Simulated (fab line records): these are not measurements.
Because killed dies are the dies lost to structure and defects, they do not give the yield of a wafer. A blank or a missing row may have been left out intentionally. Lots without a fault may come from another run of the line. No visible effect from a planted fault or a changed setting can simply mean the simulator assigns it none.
Chamber matching    flow nand harc    NHARC_A_CONTACT_CMP_20 on cmp-01 has 4 sister chambers
The step polishes, t overpolish 30 s, target thk 300 nm. 4 wafers are shown with their chamber, then 7 later ones without.

## WAFERS WITH THEIR CHAMBER
wafer   chamber  motor current A (A)
L086.6  1        14.3
L087.4  0        14.0
L088.3  3        11.3
L088.4  2        11.7

## WAFERS WHOSE CHAMBER IS MISSING
wafer   motor current A (A)
L088.5  12.1
L090.1  14.3
L090.4  11.2
L090.5  14.1
L095.2  13.5
L095.3  13.4
L095.6  11.4

## EACH ONE'S CHAMBER
wafer   from the rows above      in truth
L088.5  can't be placed: 2 or 3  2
L090.1  can't be placed: 1 or 0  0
L090.4  can't be placed: 3 or 2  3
L090.5  can't be placed: 0 or 1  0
L095.2  can't be placed: 0 or 1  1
L095.3  can't be placed: 0 or 1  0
L095.6  can't be placed: 3 or 2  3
Correctly placed: 0 of 7. Can't be placed from these rows: 7 (the true chamber is among the candidates in 7). 0 placed wrongly.
How it was worked out, from the rows above alone: a wafer's distance from a chamber is the root of the sum, over the readings, of the square of ((its reading less the chamber's mean) divided by the reading's scatter). If the next closest chamber is less than 2 further off than the closest, the wafer can't be placed; otherwise it belongs to the closest. The mean given for a chamber averages the wafers shown for that chamber. The scatter (one wafer shown for each chamber): square how far every hidden wafer sits from the nearest shown wafer, average those squares and take the square root.
